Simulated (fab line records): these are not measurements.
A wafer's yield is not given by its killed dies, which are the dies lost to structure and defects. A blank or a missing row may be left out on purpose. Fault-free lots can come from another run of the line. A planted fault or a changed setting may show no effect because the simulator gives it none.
A lot that was struck, set against a sound lot / flow nand_harc / 30 out of 1159 route steps
Sound: the wafers L635.2, L635.3, L635.6. Wafers struck: L649.1, L649.6. The cause comes at the end.
At each step with rows: each side's tool, then ch and its chambers, then its first start. Under that, the readings that differ: sound wafers / struck wafers / difference of the means / sigmas: that difference in standard deviations of wafers without a fault.
alike: words and numbers the same on both sides, and readings whose means are apart by under 2 such deviations; not compared: readings that were withheld, readings missing a value for some wafer, numbers with overlapping values and no deviation given by the record, and bounds like >300 which may hide the same value.
The two part at a step that has a row with sigmas, a row that says differs or no value, or rows on one side only. Numbers that don't overlap but have no deviation are shown without sigmas and don't part them. A reading that every wafer of one side lacks parts them only if that side has two wafers or more.

first, 1 step without rows for these wafers: NHARC_A_CHANNEL_HOLE_D1_DEVELOP_09 (develop time 35 s).
NHARC_A_CHANNEL_HOLE_D1_CD_MEAS_10: target cd 100 nm.
  sound on cd_sem-01 ch 0, day 9 21:34; struck on cd_sem-02 ch 0, day 13 10:41
  alike: cd_nm
NHARC_A_CHANNEL_HOLE_D1_OVL_MEAS_11:
  sound on overlay-02, day 9 21:40; struck on overlay-01, day 13 10:46
  alike: overlay_x_nm, overlay_y_nm
NHARC_A_CHANNEL_HOLE_D1_INSPECT_12:
  sound on defect_inspect-02, day 9 21:41; struck on defect_inspect-01, day 13 10:48
  alike: raw_defect_count
then, 2 steps without rows for these wafers: NHARC_A_CHANNEL_HOLE_D1_DESCUM_15 (chemistry O2, time 3 s); NHARC_A_CHANNEL_HOLE_D1_ETCH_38 (etches the open film in CF4, target depth 39 nm, time 65 s).
NHARC_A_CHANNEL_HOLE_D1_ETCH_39: etches the open film in N2/H2, target depth 260 nm, time 325 s.
  sound: rie_diel-06 ch 1,2,3; struck: rie_diel-12 ch 2
  alike: drypump_motor_current_A, h2_flow_sccm, n2_flow_sccm, oes_product_au, rf_vpp_V, showerhead_plenum_p_Torr, throttle_valve_pct
  not compared: rf_hours_counter_h
then, 2 steps without rows for these wafers: NHARC_A_CHANNEL_HOLE_D1_ETCH_34 (etches the open film in CF4/CHF3, target depth 154 nm, time 77 s); NHARC_A_CHANNEL_HOLE_D1_ETCH_16 (etches the open film in O2/COS, target depth 3100 nm, time 806 s).
NHARC_A_CHANNEL_HOLE_D1_CD_MEAS_18:
  sound on cd_sem-01, day 9 22:52; struck on cd_sem-03, day 13 11:59
  alike: cd_nm
then, 2 steps without rows for these wafers: NHARC_A_CHANNEL_HOLE_D1_ETCH_19 (etches the open film in C4F8/O2/Ar, time 34.5 s); NHARC_A_CHANNEL_HOLE_D1_ETCH_20 (etches the open film in C4F8/O2/Ar, time 361.9 s, target depth 1600 nm).
NHARC_A_CHANNEL_HOLE_D1_ETCH_21: etches the open film in C4F8/O2/Ar, time 514.3 s, target depth 1600 nm.
  sound on har_etch-01 ch 0,1, day 9 23:26; struck on har_etch-01 ch 0, day 13 14:44
  alike: drypump_motor_current_A, showerhead_plenum_p_Torr, throttle_valve_pct
  not compared: rf_hours_counter_h
then, 2 steps without rows for these wafers: NHARC_A_CHANNEL_HOLE_D1_ETCH_22 (etches the open film in C4F8/O2/Ar, time 666.7 s, target depth 1600 nm); NHARC_A_CHANNEL_HOLE_D1_ETCH_23 (etches the open film in C4F8/O2/Ar, time 819 s, target depth 1600 nm).
NHARC_A_CHANNEL_HOLE_D1_ETCH_24: etches the open film in C4F8/O2/Ar, time 906.2 s, target depth 1500 nm.
  sound on har_etch-01 ch 0,1, day 10 01:11; struck on har_etch-01 ch 0, day 13 16:27
  alike: drypump_motor_current_A, showerhead_plenum_p_Torr, throttle_valve_pct
  not compared: rf_hours_counter_h
NHARC_A_CHANNEL_HOLE_D1_ETCH_25: etches the open film in C4F8/O2/Ar, time 1040.2 s, target depth 1500 nm.
  sound on har_etch-01 ch 0,1, day 10 01:58; struck on har_etch-01 ch 0, day 13 17:13
  alike: drypump_motor_current_A, showerhead_plenum_p_Torr, throttle_valve_pct
  not compared: rf_hours_counter_h
then, 1 step without rows for these wafers: NHARC_A_CHANNEL_HOLE_D1_ETCH_26 (etches the open film in C4F8/O2/Ar, time 224.1 s, target depth 300 nm).
NHARC_A_CHANNEL_HOLE_D1_ETCH_33: etches the open film in C4F8/O2/Ar, time 90 s, target depth 400 nm.
  sound on har_etch-01 ch 0,1, day 10 02:56; struck on har_etch-01 ch 0, day 13 18:17
  alike: drypump_motor_current_A, showerhead_plenum_p_Torr, throttle_valve_pct
  not compared: rf_hours_counter_h
then, 3 steps without rows for these wafers: NHARC_A_CHANNEL_HOLE_D1_STRIP_41 (strips in N2/H2); NHARC_A_CHANNEL_HOLE_D1_STRIP_42 (strips in CF4/CHF3); NHARC_A_CHANNEL_HOLE_D1_STRIP_43 (strips in O2/COS).
NHARC_A_CHANNEL_HOLE_D1_ETCH_44: etches the open film in CF4/O2, target depth 140 nm, overetch 14 nm, time 77 s.
  sound on rie_diel-06 ch 1,2,3, day 10 03:40; struck on rie_diel-12 ch 3, day 13 19:05
reading=oes_product_au (a.u.); sound=1.001 0.995 0.983; struck=0.974 0.979; difference=-0.017; sigmas=-2
  alike: drypump_motor_current_A, oes_o_777_au, rf_vpp_V, showerhead_plenum_p_Torr, throttle_valve_pct
  not compared: rf_hours_counter_h
then, 3 steps without rows for these wafers: NHARC_A_CHANNEL_HOLE_D1_STRIP_27 (strips in O2); NHARC_A_CHANNEL_HOLE_D1_PRECLEAN_28 (cleans in SC1); NHARC_A_CHANNEL_HOLE_D1_SRD_29.
NHARC_A_CHANNEL_HOLE_D1_CD_MEAS_30:
  sound on cd_sem-01, day 10 04:59; struck on cd_sem-01, day 13 19:59
reading=cd_nm (nm); sound=91.2 90.2 91.2; struck=87.1 87.8; difference=-3.4; sigmas=-2
next, for these wafers, 1 step has no rows: NHARC_A_CHANNEL_HOLE_D1_XSEM_31.
NHARC_A_CHANNEL_HOLE_D1_INSPECT_40:
  sound on defect_inspect-02, day 10 05:10; struck on defect_inspect-01, day 13 20:21
reading=raw_defect_count; sound=56 57 84; struck=624 606; difference=+549; sigmas=+37
  not compared: hold
-- record jumps: 13 days between struck wafers' starts before vs after; left off in module A_CHANNEL_HOLE_D1, resumes in module END, first step shown is number 1159 of the route --
NHARC_END_SORT_01:
  the record has rows for the struck wafers here (prober-01 ch 0, day 26 11:58) and none for the sound ones

== WHERE THEY PART ==
First at NHARC_A_CHANNEL_HOLE_D1_ETCH_44; last, within this record, at NHARC_END_SORT_01.

WHY: what the simulator had put in
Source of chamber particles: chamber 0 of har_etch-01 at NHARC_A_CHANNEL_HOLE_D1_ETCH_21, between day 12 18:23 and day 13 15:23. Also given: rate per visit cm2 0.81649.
